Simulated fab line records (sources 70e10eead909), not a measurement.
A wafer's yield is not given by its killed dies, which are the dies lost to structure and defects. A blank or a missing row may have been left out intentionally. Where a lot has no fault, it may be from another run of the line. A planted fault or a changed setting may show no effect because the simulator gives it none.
fab line records	flow nand_harc
[record] lots = 7	wafers = 21	last_day = 34
route steps=1302 shown A_CHANNEL_HOLE_D2@580 A_CHANNEL_FILL_D2@610 END@1302
lots that met no fault: taken from a fault-free run of the same line
start_h: start of the lot's first displayed wafer, in hours after the record's first day	wait_h: hours from the lot's prior step to this one	" repeats the value in the row above	L1.1+2: one row covering several wafers at once	- either no value or no given start	* or withheld: withheld	< > ~ a bound
route shown NAME@n: NAME is a module with steps in the file, n the number in the route of the first one	usual: the fault-free wafers' mean and standard deviation	same: alike in all rows	chamber/n: place in a boat	sites: the reading at each site	_std_site: standard deviation of those values	_edge_site: mean of outer sites minus mean of inner sites	radius_mm: for every site, how far away it sits from the centre of the wafer	mask NAME#n: copy n	behind: the tool/chamber that last shaped the wafer	hold: the reason the lot was held/the length of the hold in hours/how it ended	device: the transistor (n, p or np) that didn't switch	end of line: the same wafers' tests at the end of the route	a step without rows: its recipe alone	killed: dies lost to structure and defects at the first sort, not the wafer's yield	map: per-die view of a wafer (x killed, . not killed, _ where there is no die)
set.NAME: setting as actually run; set.NAME@STEP: the setting as run at that earlier step	model.NAME: the simulator's own value behind a step, which no gauge read
certain route steps with their lots: each step a table, each wafer a row
services: a tool's chamber out of use, with start hour (start_h, from the record's first day; less than 0 if before it), hours out, and reason
[[steps]]
[step NHARC_A_CHANNEL_HOLE_D2_PEB_08]
[recipe] peb_temp_c = 100	peb_time_s = 65
[step NHARC_A_CHANNEL_HOLE_D2_DEVELOP_09]
[recipe] develop_time_s = 35	dev_temp_c = 23
[step NHARC_A_CHANNEL_HOLE_D2_CD_MEAS_10]
[recipe] target_cd_nm = 100	landing_energy_ev = 500
[usual] cd_nm = 100.1/0.46
lot.wafer	tool	chamber	start_h	wait_h	cd_nm
L564.1	cd_sem-01	0	292.49	-	100.3
L564.2	"	0	"	"	100.1
L564.5	"	0	"	"	100.3
L565.1	cd_sem-03	0	319.17	-	100.0
L565.2	"	0	"	"	100.3
L565.5	"	0	"	"	100.1
L578.1	cd_sem-01	0	444.97	-	100.3
L578.2	"	0	"	"	100.0
L578.3	"	0	"	"	100.1
L579.2	cd_sem-03	0	458.77	-	100.8
L579.3	"	0	"	"	100.4
L579.6	"	0	"	"	101.1
L580.2	cd_sem-02	0	465.72	-	101.0
L580.3	"	0	"	"	100.7
L580.6	"	0	"	"	99.6
L586.1	cd_sem-01	0	522.58	-	99.9
L586.2	"	0	"	"	99.9
L586.5	"	0	"	"	99.4
L585.1	cd_sem-03	0	524.61	-	99.9
L585.2	"	0	"	"	100.2
L585.6	"	0	"	"	99.9
[step NHARC_A_CHANNEL_HOLE_D2_OVL_MEAS_11]
[usual] overlay_x_nm = 0.3/1.1	overlay_y_nm = 0.0/0.95
lot.wafer	tool	chamber	start_h	wait_h	overlay_x_nm	overlay_y_nm
L564.1	overlay-01	-	292.58	-	0.8	2.2
L564.2	"	-	"	"	1.0	2.1
L564.5	"	-	"	"	1.0	1.5
L565.1	overlay-01	-	319.26	-	0.2	1.1
L565.2	"	-	"	"	0.9	0.6
L565.5	"	-	"	"	0.6	0.9
L578.1	overlay-02	-	445.06	-	-0.2	1.0
L578.2	"	-	"	"	-0.2	0.5
L578.3	"	-	"	"	-0.8	0.8
L579.2	overlay-02	-	458.86	-	0.2	-1.1
L579.3	"	-	"	"	0.9	-1.1
L579.6	"	-	"	"	0.6	-0.9
L580.2	overlay-02	-	465.81	-	1.3	0.0
L580.3	"	-	"	"	0.7	-0.1
L580.6	"	-	"	"	0.9	0.1
L586.1	overlay-02	-	522.67	-	-0.4	-1.7
L586.2	"	-	"	"	-0.3	-1.2
L586.5	"	-	"	"	0.3	-1.8
L585.1	overlay-02	-	524.70	-	0.5	0.1
L585.2	"	-	"	"	0.2	-0.1
L585.6	"	-	"	"	0.3	0.4
[step NHARC_A_CHANNEL_HOLE_D2_INSPECT_12]
[usual] raw_defect_count = 33/24
lot.wafer	tool	chamber	start_h	wait_h	raw_defect_count
L564.1	defect_inspect-02	-	292.62	0.0	52
L564.2	"	-	"	"	46
L564.5	"	-	"	"	51
L565.1	defect_inspect-02	-	319.29	0.0	77
L565.2	"	-	"	"	62
L565.5	"	-	"	"	65
L578.1	defect_inspect-01	-	445.10	0.0	48
L578.2	"	-	"	"	65
L578.3	"	-	"	"	70
L579.2	defect_inspect-02	-	458.89	0.0	17
L579.3	"	-	"	"	22
L579.6	"	-	"	"	19
L580.2	defect_inspect-02	-	465.86	0.1	21
L580.3	"	-	"	"	17
L580.6	"	-	"	"	18
L586.1	defect_inspect-02	-	522.70	0.0	5
L586.2	"	-	"	"	2
L586.5	"	-	"	"	0
L585.1	defect_inspect-02	-	524.74	0.0	2
L585.2	"	-	"	"	2
L585.6	"	-	"	"	4
[step NHARC_A_CHANNEL_HOLE_D2_DESCUM_15]
[recipe] time_s = 3	o2_flow_sccm = 200	ar_flow_sccm = 0	bias_power_w = 0	chemistry = O2
[step NHARC_A_CHANNEL_HOLE_D2_ETCH_38]
[recipe] target_depth_a = 390	over_etch_frac = 0.3	time_s = 65	ion_energy_ev = 80	cf4_flow_sccm = 150	ar_flow_sccm = 0	rf_w = 300	bias_w = 100	chemistry = CF4
[step NHARC_A_CHANNEL_HOLE_D2_ETCH_39]
[recipe] target_depth_a = 2600	over_etch_frac = 0.3	time_s = 325	ion_energy_ev = 200	n2_flow_sccm = 150	h2_flow_sccm = 150	ar_flow_sccm = 0	rf_w = 400	bias_w = 150	chemistry = N2/H2
[usual] drypump_motor_current_A = 5.6/0.43	n2_flow_sccm = 150.0/0.43	oes_product_au = 1.001/0.012	rf_vpp_V = 430.3/2.4	showerhead_plenum_p_Torr = 2.04/0.078	throttle_valve_pct = 14.170/0.0096
lot.wafer	tool	chamber	start_h	wait_h	drypump_motor_current_A	n2_flow_sccm	oes_product_au	rf_hours_counter_h	rf_vpp_V	showerhead_plenum_p_Torr	throttle_valve_pct
L564.2	rie_diel-05	1	-	-	5.8	149.2	1.003	3.1	427.8	1.93	14.169
L564.1	"	0	"	"	5.1	149.6	0.992	3.1	432.3	2.10	14.175
L564.5	"	1	"	"	5.8	150.0	1.000	-	425.2	1.93	14.175
L565.2	rie_diel-12	0	-	-	6.2	150.3	1.003	1.9	426.8	1.92	14.178
L565.1	"	1	"	"	5.4	150.7	0.984	1.6	434.2	2.14	14.179
L565.5	"	3	"	"	5.6	149.5	0.999	-	427.5	1.98	14.179
L578.3	rie_diel-12	1	-	-	5.4	150.7	0.984	8.2	432.7	2.13	14.158
L578.1	"	3	"	"	5.6	149.4	1.006	10.3	429.0	1.97	14.174
L578.2	"	0	"	"	6.2	149.8	1.012	9.6	426.1	1.92	14.178
L579.2	rie_diel-12	3	-	-	5.6	150.1	0.999	0.1	427.5	1.97	14.164
L579.3	"	1	"	"	5.3	150.2	1.003	0.1	432.2	2.13	14.159
L579.6	"	0	"	"	6.2	150.9	1.009	-	426.8	1.92	14.174
L580.3	rie_diel-02	2	-	-	5.9	149.7	0.989	5.2	431.5	2.04	14.180
L580.2	"	3	"	"	4.9	149.6	1.001	4.6	432.6	2.12	14.180
L580.6	"	1	"	"	5.3	150.4	0.994	-	430.0	1.98	14.159
L586.2	rie_diel-12	2	-	-	5.9	150.0	1.004	3.9	430.5	2.05	14.167
L586.1	"	3	"	"	5.6	150.0	1.024	3.8	428.8	1.97	14.156
L586.5	"	3	"	"	5.6	149.4	1.018	-	428.0	1.97	14.172
L585.2	rie_diel-12	3	-	-	5.6	149.7	0.998	4.2	432.0	1.97	14.166
L585.1	"	2	"	"	5.9	149.9	0.999	4.6	429.8	2.05	14.180
L585.6	"	0	"	"	6.1	149.6	1.011	-	427.1	1.92	14.192
[step NHARC_A_CHANNEL_HOLE_D2_ETCH_34]
[recipe] target_depth_a = 1540	time_s = 77	cf4_flow_sccm = 100	chf3_flow_sccm = 30	ar_flow_sccm = 0	rf_w = 500	bias_w = 200	chemistry = CF4/CHF3
[step NHARC_A_CHANNEL_HOLE_D2_ETCH_16]
[recipe] target_depth_a = 31000	over_etch_frac = 0.3	time_s = 806	ion_energy_ev = 150	o2_flow_sccm = 400	cos_flow_sccm = 20	ar_flow_sccm = 0	rf_w = 500	bias_w = 300	chemistry = O2/COS
[step NHARC_A_CHANNEL_HOLE_D2_CD_MEAS_18]
[usual] cd_nm = 99.7/2.2
lot.wafer	tool	chamber	start_h	wait_h	cd_nm
L564.1	cd_sem-03	-	293.79	-	101.1
L564.2	"	-	"	"	102.9
L564.5	"	-	"	"	100.5
L565.1	cd_sem-03	-	320.46	-	97.3
L565.2	"	-	"	"	99.1
L565.5	"	-	"	"	102.6
L578.1	cd_sem-01	-	446.29	-	102.0
L578.2	"	-	"	"	99.5
L578.3	"	-	"	"	100.9
L579.2	cd_sem-02	-	460.06	-	101.6
L579.3	"	-	"	"	98.5
L579.6	"	-	"	"	100.6
L580.2	cd_sem-03	-	467.04	-	102.3
L580.3	"	-	"	"	99.6
L580.6	"	-	"	"	99.6
L586.1	cd_sem-01	-	523.87	-	99.2
L586.2	"	-	"	"	97.1
L586.5	"	-	"	"	99.8
L585.1	cd_sem-01	-	525.91	-	101.2
L585.2	"	-	"	"	101.9
L585.6	"	-	"	"	100.4
[step NHARC_A_CHANNEL_HOLE_D2_ETCH_19]
[recipe] bias_v = 1200	source_w = 2500	pressure_mtorr = 15	time_s = 34.5	ar_flow_sccm = 375	c4f8_flow_sccm = 28.8	o2_flow_sccm = 96.2	temp_c = -20	target_depth_a = *	chemistry = C4F8/O2/Ar
[step NHARC_A_CHANNEL_HOLE_D2_ETCH_20]
[recipe] bias_v = 3000	source_w = withheld	pressure_mtorr = 20	time_s = 361.9	ar_flow_sccm = 375	c4f8_flow_sccm = 89.3	o2_flow_sccm = 35.7	temp_c = -20	target_depth_a = 16000	chemistry = C4F8/O2/Ar
[usual] drypump_motor_current_A = 6.02/0.13	showerhead_plenum_p_Torr = 3.677/0.03	throttle_valve_pct = 32.154/0.009
lot.wafer	tool	chamber	start_h	wait_h	drypump_motor_current_A	rf_hours_counter_h	showerhead_plenum_p_Torr	throttle_valve_pct
L564.1	har_etch-02	1	293.97	0.1	6.20	356	3.734	32.143
L564.2	"	0	"	"	6.00	356	3.733	32.151
L564.5	"	0	"	"	5.99	-	3.734	32.148
L565.1	har_etch-01	1	322.64	0.1	5.83	164	3.691	32.152
L565.2	"	0	"	"	6.08	164	3.691	32.158
L565.5	"	1	"	"	5.84	-	3.691	32.150
L578.1	har_etch-01	0	448.96	0.1	6.08	245	3.648	32.164
L578.2	"	1	"	"	5.84	245	3.647	32.147
L578.3	"	0	"	"	6.09	-	3.648	32.149
L579.2	har_etch-01	1	460.24	0.1	5.86	252	3.644	32.151
L579.3	"	0	"	"	6.08	-	3.643	32.151
L579.6	"	1	"	"	5.85	-	3.644	32.175
L580.2	har_etch-01	0	467.22	0.1	6.09	256	3.641	32.153
L580.3	"	1	"	"	5.85	-	3.641	32.155
L580.6	"	0	"	"	6.08	-	3.641	32.150
L586.1	har_etch-01	0	524.05	0.1	6.09	287	3.625	32.161
L586.2	"	1	"	"	5.85	287	3.625	32.169
L586.5	"	0	"	"	6.09	-	3.625	32.155
L585.2	har_etch-02	0	528.67	0.1	5.98	80	3.667	32.157
L585.1	"	1	"	"	6.18	80	3.667	32.148
L585.6	"	0	"	"	6.03	-	3.667	32.147
[step NHARC_A_CHANNEL_HOLE_D2_ETCH_21]
[recipe] bias_v = 3000	source_w = withheld	pressure_mtorr = 20	time_s = 514.3	ar_flow_sccm = 375	c4f8_flow_sccm = 89.3	o2_flow_sccm = 35.7	temp_c = -20	target_depth_a = 16000	chemistry = C4F8/O2/Ar
[step NHARC_A_CHANNEL_HOLE_D2_ETCH_22]
[recipe] bias_v = 3000	source_w = withheld	pressure_mtorr = 20	time_s = 666.7	ar_flow_sccm = 375	c4f8_flow_sccm = 89.3	o2_flow_sccm = 35.7	temp_c = -20	target_depth_a = 16000	chemistry = C4F8/O2/Ar
[step NHARC_A_CHANNEL_HOLE_D2_ETCH_23]
[recipe] bias_v = 5000	source_w = withheld	pressure_mtorr = 20	time_s = 819	ar_flow_sccm = 375	c4f8_flow_sccm = 89.3	o2_flow_sccm = 35.7	temp_c = -20	target_depth_a = 16000	chemistry = C4F8/O2/Ar
[usual] drypump_motor_current_A = 6.02/0.13	showerhead_plenum_p_Torr = 3.677/0.03	throttle_valve_pct = 32.154/0.0089
lot.wafer	tool	chamber	start_h	wait_h	drypump_motor_current_A	rf_hours_counter_h	showerhead_plenum_p_Torr	throttle_valve_pct
L564.1	har_etch-02	1	295.29	0.5	6.20	357	3.733	32.158
L564.2	"	0	"	"	5.96	357	3.732	32.167
L564.5	"	0	"	"	5.98	-	3.733	32.166
L565.1	har_etch-01	1	323.97	0.5	5.86	166	3.691	32.150
L565.2	"	0	"	"	6.10	166	3.690	32.156
L565.5	"	1	"	"	5.86	-	3.690	32.159
L578.1	har_etch-01	0	450.29	0.5	6.08	246	3.647	32.159
L578.2	"	1	"	"	5.84	246	3.647	32.165
L578.3	"	0	"	"	6.07	-	3.647	32.151
L579.2	har_etch-01	1	461.58	0.5	5.83	254	3.643	32.162
L579.3	"	0	"	"	6.07	-	3.643	32.164
L579.6	"	1	"	"	5.85	-	3.643	32.147
L580.2	har_etch-01	0	468.55	0.5	6.09	258	3.641	32.169
L580.3	"	1	"	"	5.87	-	3.641	32.149
L580.6	"	0	"	"	6.10	-	3.641	32.148
L586.1	har_etch-01	0	525.39	0.5	6.08	288	3.624	32.155
L586.2	"	1	"	"	5.85	288	3.624	32.149
L586.5	"	0	"	"	6.09	-	3.624	32.148
L585.2	har_etch-02	0	530.00	0.5	5.99	81	3.666	32.182
L585.1	"	1	"	"	6.20	81	3.666	32.144
L585.6	"	0	"	"	5.96	-	3.667	32.155
[step NHARC_A_CHANNEL_HOLE_D2_ETCH_24]
[recipe] bias_v = 5000	source_w = withheld	pressure_mtorr = 20	time_s = 906.2	ar_flow_sccm = 375	c4f8_flow_sccm = 93.8	o2_flow_sccm = 31.2	temp_c = -20	target_depth_a = 15000	chemistry = C4F8/O2/Ar
[usual] drypump_motor_current_A = 6.02/0.13	showerhead_plenum_p_Torr = 3.672/0.03	throttle_valve_pct = 32.234/0.0082
lot.wafer	tool	chamber	start_h	wait_h	drypump_motor_current_A	rf_hours_counter_h	showerhead_plenum_p_Torr	throttle_valve_pct
L564.1	har_etch-02	1	295.99	0.6	6.21	358	3.728	32.215
L564.2	"	0	"	"	5.95	358	3.728	32.235
L564.5	"	0	"	"	5.98	-	3.728	32.257
L565.1	har_etch-01	1	324.66	0.6	5.85	166	3.686	32.245
L565.2	"	0	"	"	6.08	166	3.686	32.227
L565.5	"	1	"	"	5.85	-	3.686	32.232
L578.1	har_etch-01	0	450.97	0.6	6.09	247	3.642	32.237
L578.2	"	1	"	"	5.84	247	3.642	32.249
L578.3	"	0	"	"	6.10	-	3.642	32.234
L579.2	har_etch-01	1	462.27	0.6	5.86	254	3.638	32.235
L579.3	"	0	"	"	6.08	-	3.638	32.241
L579.6	"	1	"	"	5.85	-	3.637	32.240
L580.2	har_etch-01	0	469.24	0.6	6.06	258	3.636	32.229
L580.3	"	1	"	"	5.86	-	3.636	32.236
L580.6	"	0	"	"	6.07	-	3.635	32.241
L586.1	har_etch-01	0	526.08	0.6	6.07	289	3.619	32.232
L586.2	"	1	"	"	5.85	289	3.620	32.219
L586.5	"	0	"	"	6.08	-	3.619	32.233
L585.2	har_etch-02	0	530.70	0.6	5.97	82	3.662	32.234
L585.1	"	1	"	"	6.18	82	3.661	32.233
L585.6	"	0	"	"	5.98	-	3.661	32.234
[step NHARC_A_CHANNEL_HOLE_D2_ETCH_25]
[recipe] bias_v = 5000	source_w = withheld	pressure_mtorr = 20	time_s = 1040.2	ar_flow_sccm = 375	c4f8_flow_sccm = 93.8	o2_flow_sccm = 31.2	temp_c = -20	target_depth_a = 15000	chemistry = C4F8/O2/Ar
[usual] drypump_motor_current_A = 6.02/0.13	showerhead_plenum_p_Torr = 3.671/0.03	throttle_valve_pct = 32.234/0.0092
lot.wafer	tool	chamber	start_h	wait_h	drypump_motor_current_A	rf_hours_counter_h	showerhead_plenum_p_Torr	throttle_valve_pct
L564.1	har_etch-02	1	296.77	0.6	6.19	359	3.727	32.239
L564.2	"	0	"	"	5.97	359	3.727	32.241
L564.5	"	0	"	"	5.96	-	3.727	32.223
L565.1	har_etch-01	1	325.43	0.6	5.81	167	3.685	32.221
L565.2	"	0	"	"	6.10	167	3.685	32.236
L565.5	"	1	"	"	5.84	-	3.685	32.244
L578.1	har_etch-01	0	451.73	0.6	6.10	247	3.642	32.238
L578.2	"	1	"	"	5.84	247	3.642	32.225
L578.3	"	0	"	"	6.07	-	3.642	32.250
L579.2	har_etch-01	1	463.05	0.6	5.88	255	3.638	32.223
L579.3	"	0	"	"	6.08	-	3.637	32.218
L579.6	"	1	"	"	5.87	-	3.638	32.235
L580.2	har_etch-01	0	470.02	0.7	6.10	259	3.636	32.223
L580.3	"	1	"	"	5.85	-	3.635	32.245
L580.6	"	0	"	"	6.09	-	3.635	32.246
L586.1	har_etch-01	0	526.85	0.6	6.08	290	3.619	32.219
L586.2	"	1	"	"	5.88	290	3.619	32.236
L586.5	"	0	"	"	6.07	-	3.619	32.245
L585.2	har_etch-02	0	531.47	0.6	5.98	83	3.661	32.224
L585.1	"	1	"	"	6.18	83	3.660	32.250
L585.6	"	0	"	"	5.96	-	3.661	32.242
[step NHARC_A_CHANNEL_HOLE_D2_ETCH_26]
[recipe] bias_v = 300	source_w = 2000	pressure_mtorr = 30	time_s = 224.1	ar_flow_sccm = 375	c4f8_flow_sccm = 11.4	o2_flow_sccm = 113.6	temp_c = -20	target_depth_a = 3000	chemistry = C4F8/O2/Ar
[step NHARC_A_CHANNEL_HOLE_D2_ETCH_27]
[recipe] bias_v = 400	source_w = 2000	pressure_mtorr = 25	time_s = 90	ar_flow_sccm = 375	c4f8_flow_sccm = 41.7	o2_flow_sccm = 83.3	temp_c = -20	target_depth_a = 4000	chemistry = C4F8/O2/Ar
[step NHARC_A_CHANNEL_HOLE_D2_STRIP_41]
[recipe] n2_flow_sccm = 150	h2_flow_sccm = 150	ar_flow_sccm = 0	bias_w = 0	chemistry = N2/H2
[step NHARC_A_CHANNEL_HOLE_D2_STRIP_42]
[recipe] cf4_flow_sccm = 100	chf3_flow_sccm = 30	ar_flow_sccm = 0	bias_w = 0	chemistry = CF4/CHF3
[step NHARC_A_CHANNEL_HOLE_D2_STRIP_43]
[recipe] o2_flow_sccm = 400	cos_flow_sccm = 20	ar_flow_sccm = 0	bias_w = 0	chemistry = O2/COS
[step NHARC_A_CHANNEL_HOLE_D2_ETCH_44]
[recipe] target_depth_a = 1400	overetch_a = 140	time_s = 77	ion_energy_ev = 100	cf4_flow_sccm = 80	o2_flow_sccm = 20	ar_flow_sccm = 0	rf_w = 300	bias_w = 100	chemistry = CF4/O2
[step NHARC_A_CHANNEL_HOLE_D2_STRIP_28]
[recipe] o2_flow_sccm = 500	ar_flow_sccm = 0	bias_w = 0	chemistry = O2
[usual] drypump_motor_current_A = 5.6/0.45	oes_product_au = 0.999/0.012	rf_vpp_V = 57.8/0.84	showerhead_plenum_p_Torr = 3.53/0.13	throttle_valve_pct = 17.036/0.0091
lot.wafer	tool	chamber	start_h	wait_h	drypump_motor_current_A	oes_product_au	rf_hours_counter_h	rf_vpp_V	showerhead_plenum_p_Torr	throttle_valve_pct
L564.2	rie_diel-05	1	-	-	5.8	0.993	3.9	56.9	3.36	17.038
L564.1	"	0	"	"	5.1	0.988	3.6	57.8	3.63	17.033
L564.5	"	1	"	"	5.8	1.004	-	57.3	3.36	17.041
L565.2	rie_diel-12	2	-	-	5.9	0.984	2.2	58.1	3.55	17.039
L565.1	"	3	"	"	5.6	1.001	2.3	58.7	3.43	17.020
L565.5	"	0	"	"	6.2	0.999	-	58.6	3.35	17.042
L578.1	rie_diel-02	0	-	-	4.9	0.989	3.7	57.6	3.64	17.044
L578.3	"	1	"	"	5.3	0.994	4.4	57.5	3.43	17.049
L578.2	"	2	"	"	5.8	0.985	3.9	57.6	3.54	17.052
L579.3	rie_diel-12	0	-	-	6.2	0.998	0.7	55.8	3.34	17.038
L579.2	"	1	"	"	5.4	0.997	0.8	58.1	3.67	17.032
L579.6	"	1	"	"	5.4	1.001	-	59.5	3.67	17.028
L580.3	rie_diel-02	2	-	-	5.9	0.996	5.7	58.6	3.54	17.024
L580.2	"	3	"	"	4.9	1.013	5.4	58.2	3.65	17.049
L580.6	"	2	"	"	5.9	0.987	-	58.0	3.53	17.027
L586.1	rie_diel-02	1	-	-	5.3	0.995	8.1	57.9	3.43	17.034
L586.2	"	2	"	"	5.9	0.984	8.1	57.5	3.53	17.028
L586.5	"	0	"	"	4.9	0.993	-	57.0	3.63	17.024
L585.1	rie_diel-05	0	-	-	5.1	0.997	6.0	58.4	3.62	17.026
L585.2	"	2	"	"	5.0	1.001	6.0	59.9	3.72	17.034
L585.6	"	0	"	"	5.0	0.993	-	58.5	3.62	17.019
[step NHARC_A_CHANNEL_HOLE_D2_PRECLEAN_29]
[recipe] time_s = *	temp_c = 50	bath_age_min = 0	chemistry = SC1
[step NHARC_A_CHANNEL_HOLE_D2_SRD_30]
[step NHARC_A_CHANNEL_HOLE_D2_CD_MEAS_31]
[usual] cd_nm = 90.4/1.1
lot.wafer	tool	chamber	start_h	wait_h	cd_nm
L564.1	cd_sem-03	-	299.39	-	90.6
L564.2	"	-	"	"	92.7
L564.5	"	-	"	"	91.1
L565.1	cd_sem-02	-	328.04	-	89.5
L565.2	"	-	"	"	91.1
L565.5	"	-	"	"	90.8
L578.1	cd_sem-03	-	454.33	-	90.4
L578.2	"	-	"	"	90.2
L578.3	"	-	"	"	90.6
L579.2	cd_sem-01	-	465.66	-	88.7
L579.3	"	-	"	"	91.0
L579.6	"	-	"	"	91.7
L580.2	cd_sem-01	-	472.66	-	91.5
L580.3	"	-	"	"	91.1
L580.6	"	-	"	"	90.1
L586.1	cd_sem-02	-	529.47	-	91.3
L586.2	"	-	"	"	90.5
L586.5	"	-	"	"	92.7
L585.1	cd_sem-03	-	534.08	-	91.3
L585.2	"	-	"	"	89.3
L585.6	"	-	"	"	90.8
[step NHARC_A_CHANNEL_HOLE_D2_XSEM_32]
[recipe] landing_energy_ev = 35000
[step NHARC_A_CHANNEL_HOLE_D2_INSPECT_40]
[usual] raw_defect_count = 280/68
lot.wafer	tool	chamber	start_h	wait_h	raw_defect_count
L564.1	defect_inspect-02	-	299.58	-	392
L564.2	"	-	"	"	287
L564.5	"	-	"	"	329
L565.1	defect_inspect-02	-	328.22	-	263
L565.2	"	-	"	"	225
L565.5	"	-	"	"	265
L578.1	defect_inspect-02	-	454.52	-	784
L578.2	"	-	"	"	806
L578.3	"	-	"	"	830
L579.2	defect_inspect-01	-	465.87	-	841
L579.3	"	-	"	"	783
L579.6	"	-	"	"	781
L580.2	defect_inspect-01	-	472.84	-	761
L580.3	"	-	"	"	871
L580.6	"	-	"	"	820
L586.1	defect_inspect-01	-	529.66	-	432
L586.2	"	-	"	"	313
L586.5	"	-	"	"	407
L585.1	defect_inspect-02	-	534.27	-	165
L585.2	"	-	"	"	267
L585.6	"	-	"	"	243
[step NHARC_A_CHANNEL_FILL_D2_PRECLEAN_00]
[recipe] time_s = *	temp_c = 50	bath_age_min = 0	chemistry = SC1
[step NHARC_END_SORT_01]
[recipe] temp_c = 25
[usual] killed_at_array = 51/18	killed_at_other = 1.0/1.2	killed_at_periphery = 3.7/2.9	killed_dies = 55/19	killed_open = 3.5/1.9	killed_short = 2.6/1.6
[same] gross_dies = 677
lot.wafer	tool	chamber	start_h	wait_h	killed_at_array	killed_at_other	killed_at_periphery	killed_dies	killed_open	killed_short
L578.1	prober-02	0	719.72	2.5	78	0	4	82	1	2
L578.2	prober-02	0	720.51	2.8	117	0	9	126	3	0
L578.3	prober-02	0	721.29	3.1	77	0	9	86	1	1
L579.2	prober-01	0	731.41	2.8	104	0	5	109	4	2
L579.3	prober-01	0	732.21	3.1	55	0	8	63	4	1
L579.6	prober-01	0	734.60	4.0	104	2	7	113	4	3
L580.2	prober-01	0	740.63	2.8	50	2	4	56	4	2
L580.3	prober-01	0	741.41	3.1	103	1	0	104	1	1
L580.6	prober-01	0	743.78	3.9	49	0	3	52	3	0
// killed by level:class
L578.1 A_CHANNEL_HOLE_D1:chamber_film_flake=35 A_CHANNEL_HOLE_D2:unspecified=27 A_CONTACT:chamber_film_flake=8 A_SLIT:chamber_film_flake=4 A_STAIRCASE:chamber_film_flake=2 P_M0:geometric_particle:short=1 A_DECK1_JOINT:geometric_particle:short=1 A_M1:geometric_particle:open=1
L578.2 A_CHANNEL_HOLE_D2:unspecified=72 A_CHANNEL_HOLE_D1:chamber_film_flake=30 P_ZERO_WELL:chamber_film_flake=4 A_CONTACT:chamber_film_flake=4 A_CHANNEL_HOLE_D2:chamber_film_flake=3 A_SLIT:chamber_film_flake=3 A_WL_FILL:chamber_film_flake=3 P_CONTACT:chamber_film_flake=2
L578.3 A_CHANNEL_HOLE_D1:chamber_film_flake=35 A_CHANNEL_HOLE_D2:unspecified=28 P_CONTACT:chamber_film_flake=6 A_DECK1_JOINT:chamber_film_flake=3 A_SLIT:chamber_film_flake=3 P_BONDPAD:chamber_film_flake=2 A_CHANNEL_FILL_D2:chamber_film_flake=2 A_STAIRCASE:chamber_film_flake=2
L579.2 A_CHANNEL_HOLE_D2:unspecified=71 A_SLIT:chamber_film_flake=11 A_CHANNEL_HOLE_D2:chamber_film_flake=8 A_CHANNEL_HOLE_D1:chamber_film_flake=4 A_WL_FILL:chamber_film_flake=3 P_M0:geometric_particle:open=2 P_STI:chamber_film_flake=2 A_WL_FILL:geometric_particle:short=2
L579.3 A_CHANNEL_HOLE_D2:unspecified=26 A_CHANNEL_HOLE_D1:chamber_film_flake=10 A_CHANNEL_HOLE_D2:chamber_film_flake=7 P_GATE:chamber_film_flake=4 P_STI:chamber_film_flake=2 A_DECK1_JOINT:chamber_film_flake=2 A_SLIT:chamber_film_flake=2 A_WL_FILL:chamber_film_flake=2
L579.6 A_CHANNEL_HOLE_D2:unspecified=76 A_SLIT:chamber_film_flake=10 A_CHANNEL_HOLE_D2:chamber_film_flake=8 A_ONON_D2:geometric_particle:open=2 P_STI:chamber_film_flake=2 P_GATE:chamber_film_flake=2 A_DECK1_JOINT:chamber_film_flake=2 THIN_TSV:chamber_film_flake=2
L580.2 A_CHANNEL_HOLE_D2:unspecified=20 A_CHANNEL_HOLE_D1:chamber_film_flake=10 A_CONTACT:chamber_film_flake=9 A_SLIT:chamber_film_flake=3 A_CHANNEL_HOLE_D2:chamber_film_flake=3 P_CONTACT:geometric_particle:short=1 A_CHANNEL_FILL_D1:geometric_particle:open=1 A_DECK1_JOINT:geometric_particle:short=1
L580.3 A_CHANNEL_HOLE_D2:unspecified=75 A_SLIT:chamber_film_flake=11 A_CHANNEL_HOLE_D2:chamber_film_flake=5 A_CONTACT:chamber_film_flake=4 A_CHANNEL_HOLE_D1:chamber_film_flake=3 A_STAIRCASE:chamber_film_flake=2 A_DECK1_JOINT:geometric_particle:short=1 A_M0:geometric_particle:open=1
L580.6 A_CHANNEL_HOLE_D2:unspecified=25 A_CHANNEL_HOLE_D1:chamber_film_flake=14 A_SLIT:chamber_film_flake=3 A_CONTACT:chamber_film_flake=3 A_WL_FILL:geometric_particle:open=2 P_GATE:chamber_film_flake=2 A_M0:geometric_particle:open=1 P_ZERO_WELL:chamber_film_flake=1
[[services]]
tool	chamber	start_h	hours	kind
rie_diel-02	1	274.13	2.5	repair
rie_diel-12	0	277.40	-	clean
rie_diel-12	1	277.40	-	clean
rie_diel-12	2	277.40	-	clean
har_etch-02	1	302.21	-	consumable_replace:focus_ring
har_etch-02	1	302.21	17.0	scheduled_down
har_etch-02	1	302.21	17.0	vent_cycle
rie_diel-05	0	316.02	13.5	repair
har_etch-02	-	327.22	4.0	repair
rie_diel-12	1	331.25	12.8	repair
har_etch-02	0	331.36	-	consumable_replace:focus_ring
har_etch-02	0	331.36	17.0	scheduled_down
har_etch-02	0	331.36	17.0	vent_cycle
har_etch-02	-	379.07	17.0	pm
har_etch-02	0	379.07	17.0	vent_cycle
har_etch-02	1	379.07	17.0	vent_cycle
rie_diel-02	-	393.70	9.0	pm
har_etch-02	0	396.07	-	clean
har_etch-02	1	396.07	-	clean
rie_diel-05	-	406.60	9.0	pm
rie_diel-02	2	411.68	7.4	repair
rie_diel-12	-	445.48	9.0	pm
rie_diel-12	3	479.57	10.5	repair
rie_diel-02	-	499.38	0.3	repair
[[key]]
[first_sign] step = NHARC_A_CHANNEL_HOLE_D2_INSPECT_40	reading = raw_defect_count	direction = up	sigmas = 7.7	usual = 280	struck = 809
[effect] step = NHARC_END_SORT_01	reading = killed_dies	direction = up	sigmas = 1.7	usual = 55	struck = 88	wafers_moved = 4
[more_kills_born_at] NHARC_A_CHANNEL_HOLE_D2_ETCH_20@har_etch-01 = 286
met_at NHARC_A_CHANNEL_HOLE_D2_ETCH_20
struck_wafers L578.1,L578.2,L578.3,L579.2,L579.3,L579.6,L580.2,L580.3,L580.6
tester_left_out L578,L579,L580
onset_between 322.64 448.96
[fault] kind = chamber_particle_source	tool = har_etch-01	chamber = -	onset_h = 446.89	steps = NHARC_A_CHANNEL_HOLE_D2_ETCH_20	rate_per_visit_cm2 = 0.79396	end_h = 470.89
// tester_left_out: of these lots the tester's yield and bins aren't shown, on N5 and GAA mostly nor the transistor test; their killed dies are dies lost to structure and defects alone, not to doping, threshold or leakage, so they don't give the yield
